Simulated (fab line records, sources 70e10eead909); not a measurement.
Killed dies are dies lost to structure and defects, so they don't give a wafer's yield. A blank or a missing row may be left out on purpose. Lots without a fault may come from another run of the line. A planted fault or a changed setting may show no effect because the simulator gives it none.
A struck lot beside a sound one | flow nand_harc | 41 steps out of a route of 1302
Sound: wafers L440.3, L440.5, L440.6. Struck: wafer L462.3. (L462.1, L462.5 of the same lot were not struck and are left out.) The cause comes at the end.
At each step with rows: each side's tool, then ch and its chambers, then its first start. Under that, the readings that differ: sound wafers | struck wafers | difference of the means | sigmas: that difference in standard deviations of wafers without a fault.
alike: readings whose means differ by less than 2 such deviations, and words and numbers that are the same on both sides. not compared: withheld readings, readings that some wafer has no value for, bounds like >300 that may hide the same value, and numbers for which the record gives no deviation and whose values overlap.
The two part at a step that has a row with sigmas, a row that says differs or no value, or rows on one side only. Numbers that don't overlap but have no deviation are shown without sigmas and don't part them. A reading that every wafer of one side lacks parts them only if that side has two wafers or more.

NHARC_P_M2_INSPECT_11:
  sound on defect_inspect-02, day 6 08:53; struck on defect_inspect-01, day 15 16:53
  alike: raw_defect_count
then, 1 step without rows for these wafers: NHARC_P_M2_DESCUM_14 (chemistry O2, time 3 s).
NHARC_P_M2_ETCH_35: etches the open film in N2/H2, target depth 40 nm, overetch 12 nm, time 43.94 s.
  sound on rie_diel-10 ch 1,2,3, day 6 09:02; struck on rie_diel-12 ch 3, day 15 17:02
  reading               | sound             | struck | difference | sigmas
  oes_product_au (a.u.) | 1.002 1.011 1.015 | 0.977  | -0.032     | -4
  alike: drypump_motor_current_A, mfc_ar_sccm, rf_vpp_V, showerhead_plenum_p_Torr, throttle_valve_pct
  not compared: rf_hours_counter_h
NHARC_P_M2_ETCH_15: etches the open film in C4F8/Ar, target depth 182.5 nm, time 91.2 s.
  sound on rie_diel-10 ch 0,3; struck on rie_diel-12 ch 2
  alike: oes_product_au, rf_vpp_V
  not compared: rf_hours_counter_h
NHARC_P_M2_CD_MEAS_16:
  sound on cd_sem-01, day 6 09:15; struck on cd_sem-03, day 15 17:14
  alike: cd_nm
then, 1 step without rows for these wafers: NHARC_P_M2_STRIP_18 (strips in N2/H2).
NHARC_P_M2_ETCH_28: etches the open film in CF4/N2, target depth 30 nm, time 72.99 s.
  sound on rie_diel-12 ch 2,3; struck on rie_diel-03 ch 2
  alike: cf4_flow_sccm, drypump_motor_current_A, mfc_ar_sccm, oes_product_au, rf_vpp_V, showerhead_plenum_p_Torr, throttle_valve_pct
  not compared: rf_hours_counter_h
then, 1 step without rows for these wafers: NHARC_P_M2_STRIP_19 (strips in post etch residue remover, time 600 s).
NHARC_P_M2_DEGAS_29: time 60 s.
  sound on pvd_sputter-01, day 6 09:58; struck on pvd_sputter-02, day 15 17:58
  alike: heater_power_w
then, 3 steps without rows for these wafers: NHARC_P_M2_PRE_CLEAN_30 (time 30 s); NHARC_P_M2_PVD_20 (deposits TaN, target thk 5 nm, time 8.06 s); NHARC_P_M2_PVD_21 (deposits Cu, target thk 30 nm, time 20.49 s).
NHARC_P_M2_ECD_22: material Cu, target thk 400 nm.
  sound on ecd_cu-02 ch 0,1, day 6 10:28; struck on ecd_cu-01 ch 0,1, day 15 18:19
then, 2 steps without rows for these wafers: NHARC_P_M2_ANNEAL_31 (time 90 s); NHARC_P_M2_CMP_23 (polishes, t overpolish 20 s, target thk 144.3 nm).
NHARC_P_M2_THK_MEAS_24: measures by xrf.
  sound on film_metro-01, day 6 11:22; struck on film_metro-02, day 15 19:23
  reading     | sound             | struck | difference | sigmas
  thk_nm (nm) | 142.4 143.8 144.1 | 146.2  | +2.8       | +2
then, 1 step without rows for these wafers: NHARC_P_M2_SRD_25.
NHARC_P_M2_PRE_CLEAN_32: time 12 s.
  sound on pecvd-02 ch 0,1,2, day 6 11:36; struck on pecvd-02 ch 0, day 15 19:37
  reading            | sound       | struck | difference | sigmas
  heater_power_w (W) | 705 545 539 | 739    | +143       | +2
  alike: heater_power_outer_w
then, 3 steps without rows for these wafers: NHARC_P_M2_DEP_33 (deposits SiCN, target thk 30 nm); NHARC_P_BONDPAD_DEP_00 (deposits SiCN, target thk 250 nm); NHARC_P_BONDPAD_CMP_32 (polishes SiCN, target thk 200 nm).
NHARC_P_BONDPAD_THK_MEAS_33: measures by ellipsometry.
  sound on film_metro-01, day 6 12:43; struck on film_metro-01, day 15 20:47
  alike: thk_nm
then, 10 steps without rows for these wafers: NHARC_P_BONDPAD_SRD_34; NHARC_P_BONDPAD_DEHYDRATE_01 (time 120 s); NHARC_P_BONDPAD_HMDS_02 (time 30 s); NHARC_P_BONDPAD_COAT_36 (time 65 s); NHARC_P_BONDPAD_COAT_03 (resist thk 600 nm); NHARC_P_BONDPAD_SOFTBAKE_04 (time 70 s); NHARC_P_BONDPAD_EBR_05; NHARC_P_BONDPAD_EXPOSE_06 (exposes mask P BPAD); NHARC_P_BONDPAD_PEB_07 (peb time 80 s); NHARC_P_BONDPAD_DEVELOP_08 (time 50 s).
NHARC_P_BONDPAD_CD_MEAS_09: target cd 500 nm.
  sound on cd_sem-02 ch 0, day 6 13:16; struck on cd_sem-03 ch 0, day 15 21:21
  alike: cd_nm
NHARC_P_BONDPAD_OVL_MEAS_38:
  sound on overlay-01, day 6 13:22; struck on overlay-02, day 15 21:26
  alike: overlay_x_nm, overlay_y_nm
then, 4 steps without rows for these wafers: NHARC_P_BONDPAD_HARDBAKE_10 (time 65 s); NHARC_P_BONDPAD_DESCUM_11 (chemistry O2, time 3 s); NHARC_P_BONDPAD_ETCH_37 (etches the open film in N2/H2, target depth 60 nm, overetch 18 nm, time 65.91 s); NHARC_P_BONDPAD_ETCH_12 (etches the open film in CHF3/O2, target depth 200 nm, time 100 s).
NHARC_P_BONDPAD_CD_MEAS_13:
  sound on cd_sem-02, day 6 13:51; struck on cd_sem-01, day 15 21:52
  alike: cd_nm
then, 1 step without rows for these wafers: NHARC_P_BONDPAD_STRIP_15 (strips in O2).
-- the record jumps here: 17 days lie between the struck wafers' starts before and after (it left off in module P_BONDPAD and takes up again in module END, whose first step shown is number 1302 of the route) --
NHARC_END_SORT_01:
  sound on prober-02 ch 0, day 23 07:31; struck on prober-01 ch 0, day 33 04:49
  reading                  | sound    | struck | difference | sigmas
  defect_limited_yield (%) | 92 90 94 | 11     | -81        | -27
  killed_at_periphery      | 10 5 2   | 576    | +570       | +99 or more
  killed_dies              | 55 66 44 | 600    | +545       | +27
  killed_open              | 5 4 5    | 1      | -4         | -2
  alike: killed_at_array, killed_at_other, killed_short

WHERE THEY PART
First at NHARC_P_M2_ETCH_35; last, within this record, at NHARC_END_SORT_01.

WHY: what the simulator had put in
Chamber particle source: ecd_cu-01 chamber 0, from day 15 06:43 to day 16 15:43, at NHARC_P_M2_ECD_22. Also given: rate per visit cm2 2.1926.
